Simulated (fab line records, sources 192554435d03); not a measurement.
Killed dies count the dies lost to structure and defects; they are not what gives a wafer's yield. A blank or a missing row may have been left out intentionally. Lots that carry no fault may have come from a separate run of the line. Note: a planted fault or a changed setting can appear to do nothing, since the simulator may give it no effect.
2 desks looking at one fault -- flow n5_finfet -- numbers are kept per desk, each desk with only its own; the story behind them comes last

AT THE METROLOGY DESK
What the gauges read for every lot (on any tool): the sampled wafers with a number, averaged. If a lot's mean is further than 4 standard deviations from the usual mean, the lot is out of limits and carries the mark OUT (the distance appears in the brackets).
Columns: A = cd_nm at N5_BEOL_M12_CD_MEAS_28, usual 160.2 nm
lot,first seen here,A
L539,day 10 23:22,160.4
L543,day 11 13:25,159.2
L545,day 11 23:08,162.2
L546,day 12 03:06,159.3
L547,day 12 03:30,159.6
L548,day 12 13:04,160.2
L549,day 13 03:29,159.2
L550,day 13 06:41,161.4
L551,day 13 16:54,159.9
L561,day 16 04:27,158.2
This desk's verdict: no lot among the 10 shows anything out of limits.

TOOL OWNER'S DESK, rie_diel-06
The tool's own readings at N5_BEOL_M12_ETCH_67 (etches SiARC in CF4, target depth 143 nm, time 238.3 s): means of the sampled wafers that have a number, for each lot that ran on this tool. If a lot's mean is further than 4 standard deviations from the usual mean, the lot is out of limits and carries the mark OUT (the distance appears in the brackets).
Columns: A = drypump_motor_current_A at N5_BEOL_M12_ETCH_67, usual 5.6 A; B = etch_rf_on_time_s at N5_BEOL_M12_ETCH_67, usual 238 s; C = oes_product_au at N5_BEOL_M12_ETCH_67, usual 0.71 a.u.; D = rf_vpp_V at N5_BEOL_M12_ETCH_67, usual 184.2 V; E = showerhead_plenum_p_Torr at N5_BEOL_M12_ETCH_67, usual 2.16 Torr; F = throttle_valve_pct at N5_BEOL_M12_ETCH_67, usual 15.43 %
lot,first seen here,A,B,C,D,E,F
L539,day 10 23:29,5.5,233,0.69,183.9,2.19,15.62
L545,day 11 23:15,5.5,230,0.71,184.0,2.13,15.60
L551,day 13 17:01,5.0,234,0.71,185.3,2.25,15.34
L561,day 16 05:00,5.6,203 (-5.2) OUT,0.82,184.1,2.17,15.40
This desk finds L561 out of limits, L561 being first, at day 16 05:00 (etch_rf_on_time_s at N5_BEOL_M12_ETCH_67). L539, L545, L551 stayed within limits.

BROUGHT TOGETHER
The tool owner's desk had the chance to raise an alarm at day 16 05:00 on L561.
From the metrology desk's view, nothing was out of limits.
The metrology desk holds a record of L561, inside its limits.
All the named lots went through N5_BEOL_M12_ETCH_67 on rie_diel-06.

WHAT WAS PUT IN BY THE SIMULATOR
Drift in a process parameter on rie_diel-06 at N5_BEOL_M12_ETCH_67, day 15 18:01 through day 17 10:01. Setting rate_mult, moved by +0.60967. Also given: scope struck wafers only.
Struck lots among those shown: L561.
Each desk's first reading out of limits, in hours after the fault started: the tool owner's desk, 11.
